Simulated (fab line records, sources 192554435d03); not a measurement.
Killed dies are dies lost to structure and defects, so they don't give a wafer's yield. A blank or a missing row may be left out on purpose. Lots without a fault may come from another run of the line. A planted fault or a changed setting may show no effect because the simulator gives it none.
Chamber matching | flow n5_finfet | N5_BEOL_M4_DESCUM_33 on rie_diel-06: 4 sister chambers
The step chemistry O2, time 7 s. 4 wafers are shown with their chamber, then 8 later ones without.

WAFERS WITH THEIR CHAMBER
wafer  | chamber | showerhead_plenum_p_Torr (Torr)
L078.3 | 3       | 2.12
L083.5 | 1       | 2.17
L086.5 | 0       | 2.08
L085.2 | 2       | 2.08

WAFERS WITHOUT THEIR CHAMBER
wafer  | showerhead_plenum_p_Torr (Torr)
L085.4 | 2.16
L085.5 | 2.12
L090.2 | 2.11
L090.5 | 2.07
L090.6 | 2.16
L094.1 | 2.11
L094.2 | 2.08
L094.3 | 2.07

WHICH CHAMBER EACH WENT THROUGH
wafer  | from the rows above     | in truth
L085.4 | 1                       | 1
L085.5 | 3                       | 3
L090.2 | 3                       | 3
L090.5 | can't be placed: 0 or 2 | 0
L090.6 | 1                       | 1
L094.1 | 3                       | 3
L094.2 | can't be placed: 0 or 2 | 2
L094.3 | can't be placed: 0 or 2 | 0
Placed correctly: 5 of 8. Can't be placed from these rows: 3 (the true chamber is among the candidates in 3). Placed wrongly: 0.
How it was worked out, from the rows above alone: a wafer's distance from a chamber is the root of the sum, over the readings, of the square of ((its reading less the chamber's mean) divided by the reading's scatter). The wafer belongs to the nearest chamber; if the next one is less than 2 further off, it can't be placed. A chamber's mean is the mean of its shown wafers. The scatter: with one shown wafer a chamber, the root of the mean of the squares of how far each hidden wafer lies from its nearest shown one.
